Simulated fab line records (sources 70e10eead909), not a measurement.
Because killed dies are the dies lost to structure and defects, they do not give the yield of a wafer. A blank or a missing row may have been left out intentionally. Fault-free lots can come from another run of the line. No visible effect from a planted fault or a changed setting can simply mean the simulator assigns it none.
Problem report, 8D (eight disciplines) form, completed by code ; flow nandHarc ; the parts of the form that need people (team, actions taken, sign-off) are left out

== 1. WHAT WENT WRONG ==
At NHARC_A_STAIRCASE_TRIM_16, runLengthS averages 292.4 s over 3 wafers from 2 lots, while fault-free wafers read 232.5 s, standard deviation 0.53. So: +99 or more standard deviations from the usual mean.
The step: chemistry O2, time 211.2 s.
The first sign was on wafer L509.6 at day 24 12:25, on rieDiel-04. Wafers with a number at this step in the record: 42, from 14 lots. The rule behind "out" and "out of limits": a value lying over 4 standard deviations away from the usual mean. The rest of the wafers with a number are treated as sound.

== 2. WHAT IT IS, WHAT IT ISN'T ==
question;is;is not
which readings at this step;runLengthS;chamberPressureMTorr, drypumpMotorCurrentA, oesProductAu, rfVppV, showerheadPlenumPTorr, throttleValvePct
which lots;L509, L510;L490, L491, L492, L494, L495, L496, L497, L498, L499, L500, L502, L513
which wafers of those lots;L509.5, L509.6, L510.2;L509.4, L510.3, L510.4
read on which tools;rieDiel-04;rieDiel-01, rieDiel-09
when;from day 24 12:25;"up to then (34 sound wafers); but 5 sound wafers of L510, L513 came after"

== 3. SUSPECTS, AND WHAT RULES EACH OUT ==
Counting: a tool at a process step up to the reading stays a suspect if it ran every lot that is out. Sound lots after the first of them don't rule it out here, since some wafers of a struck lot are sound.
- rieDiel-04 at NHARC_A_STAIRCASE_TRIM_14 (chemistry O2, time 211.2 s): kept. It processed each lot that is out (first: L509, day 24 12:25); up to then, its last sound lot is L500 (day 20 11:00). With no start given for some of its lots, NHARC_A_STAIRCASE_TRIM_14 uses the hours and lot order of NHARC_A_STAIRCASE_TRIM_16.
- rieDiel-04 at NHARC_A_STAIRCASE_TRIM_16 (chemistry O2, time 211.2 s): kept. It processed each lot that is out (first: L509, day 24 12:25); up to then, its last sound lot is L500 (day 20 11:00). Its own readings are out on those wafers: runLengthS.
The count leaves rieDiel-04 at NHARC_A_STAIRCASE_TRIM_16 and rieDiel-04 at NHARC_A_STAIRCASE_TRIM_14.

== 4. THE CAUSE (what the simulator had put in) ==
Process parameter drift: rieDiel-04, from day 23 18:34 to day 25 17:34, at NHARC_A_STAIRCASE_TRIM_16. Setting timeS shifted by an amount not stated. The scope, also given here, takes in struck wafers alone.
After counting, 2 suspects remain, this tool included.

== 5. THE CHAIN OF EFFECTS, in route order ==
Each row: a reading whose mean over the struck wafers that have a number lies more than 3 standard deviations from the usual. Only readings for which the record gives a usual standard deviation are gone through. hours: the time from each lot's start at the first step in this table that gives one to its start at this step, as a median over the lots. sigmas: the change in usual standard deviations.
hours;step;reading;usual;on struck wafers;change;sigmas
0;NHARC_A_STAIRCASE_TRIM_16;runLengthS;232.5 s;292.4;+59.9;+99 or more
Process steps it contains:
- NHARC_A_STAIRCASE_TRIM_16: chemistry O2, time 211.2 s.

== 6. HOW IT WOULD HAVE BEEN CAUGHT EARLIER ==
18 hours passed between the start of the fault at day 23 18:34 and the first reading out of limits in this record, taken at day 24 12:25.
